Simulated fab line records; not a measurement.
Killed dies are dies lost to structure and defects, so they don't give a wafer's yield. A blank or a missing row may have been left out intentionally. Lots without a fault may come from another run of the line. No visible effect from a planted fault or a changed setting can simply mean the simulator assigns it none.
Chamber matching | flow nand_harc | pecvd-03 running NHARC_A_STAIRCASE_DEP_151: 3 sister chambers
The step deposits SiO2, target thk 3800 nm. 14 wafers are shown with their chamber, then 7 later ones without.

WAFERS PAIRED WITH THEIR CHAMBERS
wafer  | chamber | heater_power_w (W) | susceptor_temp_C (C)
L081.1 | 2       | 850                | 399.77
L081.5 | 0       | 544                | 399.92
L081.6 | 1       | 606                | 399.97
L084.1 | 0       | 668                | 400.29
L084.4 | 2       | 753                | 400.27
L084.6 | 0       | 548                | 399.95
L087.1 | 1       | 750                | 399.79
L087.4 | 0       | 548                | 400.20
L087.6 | 2       | 755                | 399.96
L090.1 | 2       | 818                | 399.76
L090.5 | 2       | 746                | 399.88
L090.6 | 1       | 632                | 399.81
L093.1 | 2       | 909                | 400.01
L093.2 | 1       | 717                | 399.94

SIGNATURES, as means of the wafers listed above
reading          | chamber 0 | chamber 1 | chamber 2 | scatter within a chamber
heater_power_w   | 577.00    | 676.25    | 805.17    | 65.2
susceptor_temp_C | 400.0900  | 399.8775  | 399.9417  | 0.166
Rule: a wafer lies at a distance from a chamber equal to the root of the sum of squares, over the readings, of (its reading less the chamber's mean, divided by the reading's scatter). The wafer belongs to the nearest chamber; if the next one is less than 2 further off, it can't be placed. The scatter: take each reading less its chamber's mean, square it, sum over the shown wafers, divide by the number of wafers less the number of chambers, and take the root.

WAFERS WITH NO CHAMBER GIVEN
wafer  | heater_power_w (W) | susceptor_temp_C (C)
L093.4 | 627                | 399.88
L092.1 | 664                | 399.97
L092.5 | 609                | 400.09
L092.6 | 555                | 400.15
L096.3 | 670                | 399.97
L096.4 | 610                | 400.10
L096.6 | 740                | 399.99

THE CHAMBER EACH PASSED THROUGH
wafer  | from the rows above          | in truth
L093.4 | can't be placed: 1 or 0      | 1
L092.1 | can't be placed: 1 or 0 or 2 | 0
L092.5 | can't be placed: 0 or 1      | 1
L092.6 | can't be placed: 0 or 1      | 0
L096.3 | can't be placed: 1 or 0 or 2 | 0
L096.4 | can't be placed: 0 or 1      | 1
L096.6 | can't be placed: 2 or 1 or 0 | 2
0 of 7 placed correctly. Can't be placed from these rows: 7 (the true chamber is among the candidates in 7). 0 placed wrongly.
